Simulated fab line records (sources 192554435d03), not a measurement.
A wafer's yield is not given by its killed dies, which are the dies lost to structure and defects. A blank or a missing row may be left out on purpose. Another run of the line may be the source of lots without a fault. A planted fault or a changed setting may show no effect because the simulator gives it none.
Matching of chambers    flow n5Finfet    rieDiel-04 running N5_FIN_CUT_CUT_ETCH_26: 4 sister chambers
The step etches SiNx in CH3F/O2, target depth 39 nm, time 55.7 s. 16 wafers are shown with their chamber, then 8 later ones without.

WAFERS PAIRED WITH THEIR CHAMBERS
wafer   chamber  showerheadPlenumPTorr (Torr)  drypumpMotorCurrentA (A)  throttleValvePct (%)
L075.1  2        2.01                          5.4                       16.28
L075.3  1        2.10                          6.0                       16.34
L075.5  2        2.01                          5.4                       16.29
L076.1  0        1.92                          6.3                       16.64
L076.4  2        2.01                          5.4                       16.28
L076.5  2        2.01                          5.4                       16.29
L077.1  1        2.09                          6.0                       16.36
L077.3  0        1.91                          6.3                       16.65
L077.5  0        1.91                          6.3                       16.68
L082.2  3        2.10                          5.9                       16.36
L082.3  2        2.01                          5.4                       16.29
L082.5  2        2.01                          5.4                       16.31
L088.2  2        2.00                          5.4                       16.33
L088.3  3        2.09                          6.0                       16.37
L088.5  1        2.09                          6.1                       16.39
L091.1  2        2.00                          5.4                       16.35

SIGNATURES (means of the wafers above)
reading                chamber 0  chamber 1  chamber 2  chamber 3  scatter within a chamber
showerheadPlenumPTorr  1.9133     2.0933     2.0075     2.0950     0.00527
drypumpMotorCurrentA   6.300      6.033      5.400      5.950      0.0312
throttleValvePct       16.6567    16.3633    16.3025    16.3650    0.0237
Rule: for a wafer and a chamber, the distance is found by dividing, reading by reading, the gap between the wafer's reading and the chamber's mean by the reading's scatter, squaring, summing and taking the root. If the next closest chamber is less than 2 further off than the closest, the wafer can't be placed; otherwise it belongs to the closest. The scatter is the square root of a quotient: the sum, over the shown wafers, of each reading's squared deviation from its chamber's mean, divided by wafers minus chambers.

WAFERS WITHOUT THEIR CHAMBER
wafer   showerheadPlenumPTorr (Torr)  drypumpMotorCurrentA (A)  throttleValvePct (%)
L091.3  2.08                          6.0                       16.40
L091.6  2.09                          6.0                       16.39
L094.2  2.00                          5.4                       16.37
L094.5  2.00                          5.4                       16.37
L094.6  2.09                          5.9                       16.39
L096.4  2.09                          5.9                       16.41
L096.5  1.90                          6.3                       16.71
L096.6  2.08                          6.0                       16.41

THE CHAMBER EACH PASSED THROUGH
wafer   from the rows above      in truth
L091.3  can't be placed: 1 or 3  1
L091.6  can't be placed: 1 or 3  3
L094.2  2                        2
L094.5  2                        2
L094.6  3                        3
L096.4  3                        3
L096.5  0                        0
L096.6  can't be placed: 1 or 3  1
Placed correctly: 5 of 8. These rows do not allow placing 3 (true chamber among the candidates in 3). Wrongly placed: 0.
